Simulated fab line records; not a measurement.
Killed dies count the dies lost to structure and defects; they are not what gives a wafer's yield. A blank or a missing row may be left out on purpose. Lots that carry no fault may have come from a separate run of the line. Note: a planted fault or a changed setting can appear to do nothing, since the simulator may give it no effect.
fab line records + flow n5Finfet
record
- lots=13
- wafers=37
- lastDay=17
route steps=1938 shown HKMG_FIN@454 MIM_TOP_LITHO@1848 MIM_TOP_ETCH@1853 TV_LITHO@1883 PASSIVATION@1936
lots untouched by any fault: they come from a run of this same line in which no faults occurred
startH: start of the lot's first displayed wafer, in hours after the record's first day + waitH: how many hours have passed since the lot's step before this one + " the same as in the row above + L1.1+2: several wafers, shown together as one row + - no value, or no start was given + * or withheld: withheld + < > ~ a bound
route shown NAME@n: NAME is a module with steps in the file, n the number in the route of the first one + usual: average and standard deviation across the fault-free wafers + same: alike in all rows + chamber/n: place in a boat + sites: per-site readings + _std_site: how widely they spread, as a standard deviation + _edge_site: outer sites' mean less inner sites' + radiusMm: for every site, how far away it sits from the centre of the wafer + mask NAME#n: copy n + behind: the last tool/chamber to shape the wafer + hold: why the lot was held/for how many hours/how that ended + device: which transistor (n, p or np) failed to switch + end of line: the same wafers' tests at the end of the route + a step given without rows: its recipe and nothing more + killed: not the wafer's yield, but the dies lost to structure and defects at the first sort + map: a wafer's dies, x killed, . not, _ none there
set.NAME: setting as actually run; set.NAME@STEP: the setting as run at that earlier step + model.NAME: the simulator's own value behind a step, which no gauge read
a sample of lots followed through the steps of the route, with each step as a table and each wafer as a row
services: the hour from which a tool's chamber was out of use, counted from the record's first day as startH (under 0 if before that day), plus the number of hours and why
## steps
# step N5_HKMG_FIN_ETCHBACK_68
# recipe
- chemistry=Cl2/Ar
- stopOn=HfO2
- targetDepthA=5
- pressureMtorr=10
- icpW=600
- biasW=60
- Cl2_flow_sccm=40
- Ar_flow_sccm=60
# usual
- drypumpMotorCurrentA=6.1/0.46
- oesProductAu=0.71/0.1
- throttleValvePct=20.9/0.31
| lot.wafer | tool        | chamber | startH | waitH | drypumpMotorCurrentA | oesProductAu | rfHoursCounterH | throttleValvePct |
|-----------|-------------|---------|--------|-------|----------------------|--------------|-----------------|------------------|
| L955.2    | rieMetal-01 | 0       | 77.33  | 0.0   | 6.4                  | 0.77         | 38              | 20.7             |
| L955.4    | "           | 0       | "      | "     | 6.4                  | 0.78         | -               | 20.7             |
| L955.5    | "           | 1       | "      | "     | 6.5                  | 0.62         | -               | 21.3             |
| L956.1    | rieMetal-01 | 0       | 86.97  | 0.0   | 6.4                  | 0.77         | 39              | 20.7             |
| L956.3    | "           | 0       | "      | "     | 6.4                  | 0.78         | -               | 20.7             |
| L956.6    | "           | 1       | "      | "     | 6.5                  | 0.61         | -               | 21.3             |
| L957.1    | rieMetal-01 | 0       | 91.66  | 0.0   | 6.4                  | 0.77         | 39              | 20.7             |
| L957.2    | "           | 1       | "      | "     | 6.5                  | 0.62         | 117             | 21.3             |
| L957.3    | "           | 0       | "      | "     | 6.4                  | 0.77         | -               | 20.7             |
| L958.2    | rieMetal-01 | 0       | 98.51  | 0.0   | 6.4                  | 0.77         | 40              | 20.7             |
| L958.3    | "           | 1       | "      | "     | 6.5                  | 0.61         | -               | 21.3             |
| L958.6    | "           | 1       | "      | "     | 6.5                  | 0.61         | -               | 21.3             |
| L959.2    | rieMetal-03 | 0       | 103.91 | 0.0   | 5.6                  | 0.70         | 76              | 21.1             |
| L959.3    | "           | 0       | "      | "     | 5.6                  | 0.71         | -               | 21.1             |
| L959.5    | "           | 0       | "      | "     | 5.6                  | 0.71         | -               | 21.1             |
| L966.4    | rieMetal-01 | 1       | 147.03 | 0.1   | 6.5                  | 0.61         | -               | 21.3             |
| L966.5    | "           | 0       | "      | "     | 6.4                  | 0.76         | -               | 20.8             |
| L966.6    | "           | 1       | "      | "     | 6.5                  | 0.61         | -               | 21.3             |
| L967.1    | rieMetal-01 | 0       | 156.01 | 0.0   | 6.4                  | 0.75         | 45              | 20.8             |
| L967.3    | "           | 1       | "      | "     | 6.5                  | 0.61         | -               | 21.3             |
| L967.4    | "           | 0       | "      | "     | 6.4                  | 0.76         | -               | 20.8             |
| L971.3    | rieMetal-03 | 0       | 176.27 | 0.1   | 5.6                  | 0.69         | -               | 21.1             |
| L971.4    | "           | 1       | "      | "     | 5.9                  | 0.88         | -               | 20.4             |
| L971.6    | "           | 0       | "      | "     | 5.6                  | 0.69         | -               | 21.1             |
| L972.1    | rieMetal-03 | 1       | 182.55 | 0.0   | 5.8                  | 0.88         | 10              | 20.4             |
| L972.3    | "           | 0       | "      | "     | 5.6                  | 0.69         | -               | 21.1             |
| L972.5    | "           | 0       | "      | "     | 5.6                  | 0.69         | -               | 21.1             |
| L974.3    | rieMetal-02 | 1       | 192.43 | 0.1   | 5.1                  | 0.58         | -               | 21.2             |
| L974.4    | "           | 0       | "      | "     | 6.0                  | 0.76         | -               | 20.9             |
| L976.2    | rieMetal-03 | 1       | 205.21 | 0.0   | 5.9                  | 0.87         | 11              | 20.4             |
| L976.3    | "           | 0       | "      | "     | 5.6                  | 0.69         | -               | 21.1             |
| L976.5    | "           | 1       | "      | "     | 5.9                  | 0.88         | -               | 20.4             |
| L977.1    | rieMetal-03 | 1       | 209.29 | 0.0   | 5.9                  | 0.87         | 12              | 20.4             |
| L977.5    | "           | 0       | "      | "     | 5.6                  | 0.70         | -               | 21.1             |
| L978.2    | rieMetal-03 | 1       | 217.68 | 0.0   | 5.8                  | 0.87         | 12              | 20.4             |
| L978.3    | "           | 0       | "      | "     | 5.5                  | 0.70         | -               | 21.1             |
| L978.6    | "           | 0       | "      | "     | 5.5                  | 0.70         | -               | 21.1             |
# step N5_MIM_TOP_LITHO_OVL_MEAS_11
# recipe
- pointsPerWafer=44
# usual
- MIM_TOP_OVL=1/5.3
# same
- pointsPerWafer=44
| lot.wafer | tool       | chamber | startH | waitH | MIM_TOP_OVL[nm] |
|-----------|------------|---------|--------|-------|-----------------|
| L956.1    | overlay-01 | 0       | 267.94 | 0.0   | -5              |
| L956.3    | "          | 0       | "      | "     | 4               |
| L956.6    | "          | 0       | "      | "     | 3               |
| L955.2    | overlay-01 | 0       | 272.15 | 0.0   | 0               |
| L955.4    | "          | 0       | "      | "     | 0               |
| L955.5    | "          | 0       | "      | "     | -4              |
| L958.2    | overlay-02 | 0       | 272.98 | 0.0   | 5               |
| L958.3    | "          | 0       | "      | "     | 8               |
| L958.6    | "          | 0       | "      | "     | 2               |
| L959.2    | overlay-02 | 0       | 277.90 | 0.0   | 5               |
| L959.3    | "          | 0       | "      | "     | 12              |
| L959.5    | "          | 0       | "      | "     | 13              |
| L957.1    | overlay-01 | 0       | 288.66 | 0.0   | -1              |
| L957.2    | "          | 0       | "      | "     | -2              |
| L957.3    | "          | 0       | "      | "     | -4              |
| L966.4    | overlay-02 | 0       | 329.56 | 0.0   | 3               |
| L966.5    | "          | 0       | "      | "     | 8               |
| L966.6    | "          | 0       | "      | "     | 3               |
| L967.1    | overlay-02 | 0       | 340.44 | 0.0   | -1              |
| L967.3    | "          | 0       | "      | "     | -3              |
| L967.4    | "          | 0       | "      | "     | 7               |
| L971.3    | overlay-01 | 0       | 356.97 | 0.0   | -2              |
| L971.4    | "          | 0       | "      | "     | 6               |
| L971.6    | "          | 0       | "      | "     | -2              |
| L972.1    | overlay-02 | 0       | 357.21 | 0.0   | -2              |
| L972.3    | "          | 0       | "      | "     | 12              |
| L972.5    | "          | 0       | "      | "     | 5               |
| L974.3    | overlay-02 | 0       | 367.25 | 0.0   | -6              |
| L974.4    | "          | 0       | "      | "     | -9              |
| L976.2    | overlay-02 | 0       | 383.42 | 0.0   | 2               |
| L976.3    | "          | 0       | "      | "     | 8               |
| L976.5    | "          | 0       | "      | "     | 15              |
| L977.1    | overlay-01 | 0       | 384.63 | 0.0   | -1              |
| L977.5    | "          | 0       | "      | "     | -1              |
| L978.2    | overlay-01 | 0       | 392.30 | 0.0   | 1               |
| L978.3    | "          | 0       | "      | "     | 8               |
| L978.6    | "          | 0       | "      | "     | 7               |
# step N5_MIM_TOP_ETCH_PECVD_03
# recipe
- material=SiNx
- targetThkA=200
- tempC=400
- precursor=SiH4/NH3/N2
- pressureTorr=1.5
- rfW=300
- timeS=17.6
# usual
- heaterPowerOuterW=462/61
- heaterPowerW=773/81
- showerheadPlenumPTorr=5.09/0.083
- throttleValvePct=39.9/2.1
| lot.wafer | tool     | chamber | startH | waitH | heaterPowerOuterW | heaterPowerW | showerheadPlenumPTorr | sinceWetCleanH | throttleValvePct |
|-----------|----------|---------|--------|-------|-------------------|--------------|-----------------------|----------------|------------------|
| L956.1    | pecvd-01 | 1       | 268.32 | -     | 416               | 705          | 4.95                  | 1516           | 44.5             |
| L956.3    | "        | 0       | "      | "     | 521               | 834          | 5.08                  | 791            | 38.9             |
| L956.6    | "        | 2       | "      | "     | 395               | 675          | 5.05                  | -              | 39.3             |
| L955.2    | pecvd-03 | 1       | 272.65 | -     | 517               | 862          | 5.13                  | 1883           | 38.9             |
| L955.4    | "        | 2       | "      | "     | 422               | 804          | 5.16                  | -              | 36.9             |
| L955.5    | "        | 0       | "      | "     | 502               | 805          | 5.14                  | -              | 38.9             |
| L958.2    | pecvd-01 | 0       | 273.34 | -     | 567               | 886          | 5.08                  | 796            | 39.0             |
| L958.3    | "        | 1       | "      | "     | 351               | 606          | 4.94                  | 1521           | 44.5             |
| L958.6    | "        | 0       | "      | "     | 541               | 892          | 5.07                  | -              | 38.8             |
| L959.2    | pecvd-01 | 0       | 278.69 | -     | 483               | 802          | 5.08                  | 801            | 39.0             |
| L959.3    | "        | 2       | "      | "     | 369               | 645          | 5.04                  | 47             | 39.5             |
| L959.5    | "        | 1       | "      | "     | 403               | 680          | 4.94                  | -              | 44.3             |
| L957.1    | pecvd-04 | 0       | 289.01 | -     | 473               | 808          | 5.19                  | 1355           | 40.2             |
| L957.2    | "        | 1       | "      | "     | 458               | 742          | 5.20                  | 2080           | 40.6             |
| L957.3    | "        | 2       | "      | "     | 490               | 819          | 5.06                  | 601            | 38.2             |
| L966.4    | pecvd-04 | 2       | 330.06 | -     | 549               | 894          | 5.06                  | -              | 38.4             |
| L966.5    | "        | 0       | "      | "     | 472               | 805          | 5.20                  | -              | 39.9             |
| L966.6    | "        | 1       | "      | "     | 519               | 800          | 5.21                  | -              | 40.8             |
| L967.1    | pecvd-04 | 0       | 341.12 | -     | 510               | 868          | 5.20                  | 1408           | 40.3             |
| L967.3    | "        | 2       | "      | "     | 587               | 923          | 5.06                  | 654            | 38.6             |
| L967.4    | "        | 1       | "      | "     | 418               | 675          | 5.21                  | -              | 40.9             |
| L971.3    | pecvd-03 | 0       | 357.32 | -     | 481               | 789          | 5.14                  | 1242           | 38.5             |
| L971.4    | "        | 1       | "      | "     | 524               | 900          | 5.12                  | -              | 38.8             |
| L971.6    | "        | 0       | "      | "     | 480               | 789          | 5.13                  | -              | 39.1             |
| L972.1    | pecvd-01 | 1       | 357.57 | -     | 366               | 645          | 4.94                  | 1605           | 44.4             |
| L972.3    | "        | 2       | "      | "     | 354               | 629          | 5.05                  | 126            | 39.6             |
| L972.5    | "        | 1       | "      | "     | 375               | 646          | 4.94                  | -              | 44.3             |
| L974.3    | pecvd-04 | 0       | 367.73 | -     | 523               | 863          | 5.19                  | 1434           | 40.2             |
| L974.4    | "        | 2       | "      | "     | 568               | 870          | 5.05                  | -              | 38.6             |
| L976.2    | pecvd-03 | 0       | 383.82 | -     | 466               | 753          | 5.13                  | 1269           | 38.4             |
| L976.3    | "        | 1       | "      | "     | 471               | 793          | 5.14                  | 1994           | 38.6             |
| L976.5    | "        | 2       | "      | "     | 397               | 740          | 5.16                  | -              | 37.4             |
| L977.1    | pecvd-01 | 2       | 385.52 | -     | 455               | 752          | 5.06                  | 154            | 39.6             |
| L977.5    | "        | 0       | "      | "     | 524               | 833          | 5.08                  | -              | 39.5             |
| L978.2    | pecvd-01 | 1       | 392.79 | -     | 405               | 699          | 4.94                  | 1640           | 44.6             |
| L978.3    | "        | 0       | "      | "     | 490               | 822          | 5.08                  | 915            | 39.2             |
| L978.6    | "        | 1       | "      | "     | 396               | 678          | 4.94                  | -              | 44.3             |
# step N5_PASSIVATION_CD_MEAS_10
# recipe
- targetCdNm=3000
- landingEnergyEv=500
- detector=seInlens
# usual
- cdNm=2999.1/2.6
| lot.wafer | tool     | chamber | startH | waitH | cdNm   |
|-----------|----------|---------|--------|-------|--------|
| L956.1    | cdSem-01 | 0       | 270.74 | -     | 2995.6 |
| L956.3    | "        | 0       | "      | "     | 2996.8 |
| L956.6    | "        | 0       | "      | "     | 2993.0 |
| L955.2    | cdSem-02 | 0       | 275.63 | -     | 3000.0 |
| L955.4    | "        | 0       | "      | "     | 3004.2 |
| L955.5    | "        | 0       | "      | "     | 3000.0 |
| L958.2    | cdSem-03 | 0       | 275.79 | -     | 2996.5 |
| L958.3    | "        | 0       | "      | "     | 2996.3 |
| L958.6    | "        | 0       | "      | "     | 2995.1 |
| L959.2    | cdSem-01 | 0       | 280.72 | -     | 2996.7 |
| L959.3    | "        | 0       | "      | "     | 2999.8 |
| L959.5    | "        | 0       | "      | "     | 2997.4 |
| L957.1    | cdSem-01 | 0       | 293.44 | -     | 3001.2 |
| L957.2    | "        | 0       | "      | "     | 2998.3 |
| L957.3    | "        | 0       | "      | "     | 2994.6 |
| L966.4    | cdSem-02 | 0       | 333.71 | -     | 2995.1 |
| L966.5    | "        | 0       | "      | "     | 2999.8 |
| L966.6    | "        | 0       | "      | "     | 2994.8 |
| L967.1    | cdSem-01 | 0       | 344.23 | -     | 3002.5 |
| L967.3    | "        | 0       | "      | "     | 3001.2 |
| L967.4    | "        | 0       | "      | "     | 3000.8 |
| L971.3    | cdSem-02 | 0       | 360.76 | -     | 3001.5 |
| L971.4    | "        | 0       | "      | "     | 3002.4 |
| L971.6    | "        | 0       | "      | "     | 2998.6 |
| L972.1    | cdSem-01 | 0       | 360.92 | -     | 2997.7 |
| L972.3    | "        | 0       | "      | "     | 3001.7 |
| L972.5    | "        | 0       | "      | "     | 2999.5 |
| L974.3    | cdSem-01 | 0       | 369.98 | -     | 3002.0 |
| L974.4    | "        | 0       | "      | "     | 3000.2 |
| L976.2    | cdSem-03 | 0       | 385.67 | -     | 3001.7 |
| L976.3    | "        | 0       | "      | "     | 3002.5 |
| L976.5    | "        | 0       | "      | "     | 2996.9 |
| L977.1    | cdSem-02 | 0       | 390.70 | -     | 2998.4 |
| L977.5    | "        | 0       | "      | "     | 3000.7 |
| L978.2    | cdSem-01 | 0       | 396.04 | -     | 2999.5 |
| L978.3    | "        | 0       | "      | "     | 2997.8 |
| L978.6    | "        | 0       | "      | "     | 3000.6 |
# step N5_PASSIVATION_PROBE_49
# usual
- killed_at_M0_to_M3=32/9.7
- killed_at_M4_up=14/5.3
- killedAtContacts=11/6
- killedAtFrontEnd=39/14
- killedAtOther=3.3/2.7
- killedDies=100/17
- killedOnRim=14/4
- killedOpen=66/13
- killedShort=32/7.4
# same
- grossDies=1180
- killedAtBackSide=0
| lot.wafer | tool      | chamber | startH | waitH | killed_at_M0_to_M3 | killed_at_M4_up | killedAtContacts | killedAtFrontEnd | killedAtOther | killedDies | killedOnRim | killedOpen | killedShort |
|-----------|-----------|---------|--------|-------|--------------------|-----------------|------------------|------------------|---------------|------------|-------------|------------|-------------|
| L966.4    | prober-01 | -       | 341.66 | 0.2   | 31                 | 8               | 12               | 30               | 2             | 83         | 12          | 57         | 24          |
| L966.5    | prober-01 | -       | 341.71 | 0.2   | 34                 | 14              | 10               | 83               | 5             | 146        | 27          | 64         | 36          |
| L966.6    | prober-01 | -       | 341.76 | 0.3   | 36                 | 14              | 14               | 31               | 3             | 98         | 12          | 60         | 35          |
| L967.1    | prober-02 | -       | 351.37 | 0.0   | 48                 | 23              | 6                | 72               | 6             | 155        | 28          | 85         | 28          |
| L967.3    | prober-02 | -       | 351.47 | 0.1   | 30                 | 10              | 4                | 42               | 1             | 87         | 9           | 56         | 31          |
| L967.4    | prober-02 | -       | 351.52 | 0.2   | 29                 | 16              | 8                | 92               | 5             | 150        | 28          | 74         | 35          |
# killed by level:class
L966.4 MOL_CONTACT_COAG:geometricParticle:open=11 BEOL_M3:geometricParticle:open=9 STI_FIN_REVEAL:geometricParticle:open=6 FIN_SAQP:geometricParticle:short=5 BEOL_M0_SAQP:geometricParticle:short=5 BEOL_M0:geometricParticle:open=4 FIN_SAQP:geometricParticle:open=3 GATE_CUT:geometricParticle:short=3
L966.5 HKMG_FIN:unspecified=46 FIN_SAQP:geometricParticle:short=10 MOL_CONTACT_COAG:geometricParticle:open=10 STI_FIN_REVEAL:geometricParticle:open=7 BEOL_M4:geometricParticle:open=7 FIN_SAQP:geometricParticle:open=6 BEOL_M2:geometricParticle:open=6 BEOL_M3:geometricParticle:open=6
L966.6 FIN_SAQP:geometricParticle:open=11 MOL_CONTACT_COAG:geometricParticle:open=11 BEOL_M0_SAQP:geometricParticle:short=9 BEOL_M2:geometricParticle:open=7 BEOL_M4:geometricParticle:open=7 FIN_SAQP:geometricParticle:short=6 BEOL_M1:geometricParticle:open=5 MOL_CONTACT_COAG:geometricParticle:short=3
L967.1 HKMG_FIN:unspecified=42 BEOL_M3:geometricParticle:open=16 BEOL_M4:geometricParticle:open=14 BEOL_M0_SAQP:geometricParticle:short=9 STI_FIN_REVEAL:geometricParticle:open=8 BEOL_M0_SAQP:geometricParticle:open=8 FIN_SAQP:geometricParticle:open=7 BEOL_M1:geometricParticle:open=6
L967.3 BEOL_M3:geometricParticle:open=9 FIN_SAQP:geometricParticle:open=7 BEOL_M0_SAQP:geometricParticle:open=7 FIN_SAQP:geometricParticle:short=6 STI_FIN_REVEAL:geometricParticle:open=6 DUMMY_GATE:geometricParticle:open=5 GATE_CUT:geometricParticle:short=5 BEOL_M1:geometricParticle:open=4
L967.4 HKMG_FIN:unspecified=41 STI_FIN_REVEAL:geometricParticle:open=14 FIN_SAQP:geometricParticle:short=8 DUMMY_GATE:geometricParticle:open=8 BEOL_M3:geometricParticle:open=7 MOL_CONTACT_COAG:geometricParticle:open=7 BEOL_M0_SAQP:geometricParticle:open=6 FIN_SAQP:geometricParticle:open=5
## services
| tool        | chamber | startH | hours | kind          |
|-------------|---------|--------|-------|---------------|
| pecvd-03    | -       | 85.19  | 1.1   | repair        |
| pecvd-01    | -       | 99.28  | 2.8   | pm            |
| pecvd-03    | 2       | 113.81 | 7.7   | repair        |
| pecvd-01    | 2       | 135.18 | 6.6   | repair        |
| pecvd-04    | -       | 150.90 | 5.4   | repair        |
| pecvd-03    | 2       | 214.79 | 5.7   | repair        |
| rieMetal-01 | 0       | 214.85 | 8.2   | repair        |
| rieMetal-02 | -       | 220.54 | 1.9   | repair        |
| rieMetal-01 | 1       | 226.50 | -     | clean         |
| rieMetal-01 | 1       | 226.50 | 17.4  | scheduledDown |
| rieMetal-01 | 1       | 226.50 | 17.4  | ventCycle     |
| rieMetal-03 | 1       | 241.17 | 12.5  | repair        |
| rieMetal-02 | 0       | 259.68 | 4.2   | repair        |
| pecvd-03    | -       | 291.16 | 6.0   | pm            |
| rieMetal-01 | -       | 296.07 | 2.8   | pm            |
| pecvd-04    | -       | 298.18 | 0.4   | repair        |
| rieMetal-02 | 1       | 307.60 | 2.2   | repair        |
| pecvd-04    | -       | 310.59 | 0.5   | repair        |
| pecvd-04    | -       | 318.37 | 0.7   | repair        |
| rieMetal-02 | -       | 328.93 | 1.4   | pm            |
| pecvd-04    | -       | 330.29 | 1.7   | repair        |
| pecvd-04    | -       | 355.62 | 1.7   | repair        |
| rieMetal-02 | -       | 356.20 | 0.7   | repair        |
| pecvd-03    | -       | 383.88 | 1.2   | repair        |
## key
firstSign
- step=N5_PASSIVATION_PROBE_49
- reading=killedAtFrontEnd
- direction=up
- sigmas=3.1
- usual=39
- struck=82
effect
- step=N5_PASSIVATION_PROBE_49
- reading=killedDies
- direction=up
- sigmas=3
- usual=100
- struck=150
moreKillsBornAt
- N5_HKMG_FIN_ETCHBACK_68@rieMetal-01=129
metAt N5_HKMG_FIN_ETCHBACK_68
struckLots L966,L967
struckWafers L966.5,L967.1,L967.4
testerLeftOut L966,L967
notActingAt N5_MIM_TOP_LITHO_OVL_MEAS_11,N5_MIM_TOP_ETCH_PECVD_03,N5_PASSIVATION_CD_MEAS_10
onsetBetween 98.51 147.03
fault
- kind=chamberParticleSource
- tool=rieMetal-01
- chamber=0
- onsetH=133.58
- steps=N5_HKMG_FIN_ETCHBACK_68
- ratePerVisitCm2=0.38818
- endH=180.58
# testerLeftOut: of these lots the tester's yield and bins aren't shown, on N5 and GAA mostly nor the transistor test; their killed dies are dies lost to structure and defects alone, not to doping, threshold or leakage, so they don't give the yield
